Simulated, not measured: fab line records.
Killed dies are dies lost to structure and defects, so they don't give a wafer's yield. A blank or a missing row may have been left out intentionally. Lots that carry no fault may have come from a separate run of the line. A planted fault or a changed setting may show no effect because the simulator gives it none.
Which of the tools did it? + flow n5_finfet + Sampling: 6 lots, 16 wafers, 3 of 1938 route steps

## WHAT EACH GAUGE READ, for each wafer
N5_BEOL_M4_INSPECT_59: inspects for defects (darkfield).
| lot  | measured     | on                | raw_defect_count |
|------|--------------|-------------------|------------------|
| L536 | day 9 13:40  | defect_inspect-01 | 28 33 42         |
| L538 | day 9 21:37  | defect_inspect-02 | 41 38 59         |
| L541 | day 10 18:43 | defect_inspect-02 | 106 96 99        |
| L545 | day 12 01:21 | defect_inspect-02 | 62 59            |
| L550 | day 12 21:17 | defect_inspect-01 | 59 79            |
| L554 | day 14 00:25 | defect_inspect-01 | 42 75 64         |

## TOOL THAT RAN EACH LOT (tool first, then ch and the chambers of the sampled wafers, then the start)
| lot  | N5_BEOL_M4_SPUTTER_88        | N5_BEOL_M4_ANNEAL_91         |
|------|------------------------------|------------------------------|
| L536 | pvd_sputter-03, day 9 11:14  | pvd_sputter-03, day 9 11:32  |
| L538 | pvd_sputter-03, day 9 19:40  | pvd_sputter-03, day 9 19:58  |
| L541 | pvd_sputter-03, day 10 16:46 | pvd_sputter-03, day 10 17:04 |
| L545 | pvd_sputter-03, day 11 23:20 | pvd_sputter-03, day 11 23:38 |
| L550 | pvd_sputter-02, day 12 19:20 | pvd_sputter-02, day 12 19:38 |
| L554 | pvd_sputter-01, day 13 22:28 | pvd_sputter-01, day 13 22:46 |
- N5_BEOL_M4_SPUTTER_88: material Cu, target thk 4.5 nm, time 8.29 s.
- N5_BEOL_M4_ANNEAL_91: time 240 s.

## THE ANSWER, worked out from the rows above alone
Rule: what is usual is taken from the lots themselves. The widest of any qualifying gaps counts: lots, ordered by their means at a reading, are off when they make up no more than a third of the lots, leave a main group of 4 or more, and stand apart from it by 3 or more times the standard deviation of that group's means. A main group whose means are all the same, to the digits that the tables above print for the reading, isn't used. Also off: a lot with no number at a reading for which 4 or more lots have one. All remaining lots with rows at the step are treated as sound.
Nothing can be told from this: no lot is off at any reading shown.

## WHAT THE SIMULATOR HAD INSERTED
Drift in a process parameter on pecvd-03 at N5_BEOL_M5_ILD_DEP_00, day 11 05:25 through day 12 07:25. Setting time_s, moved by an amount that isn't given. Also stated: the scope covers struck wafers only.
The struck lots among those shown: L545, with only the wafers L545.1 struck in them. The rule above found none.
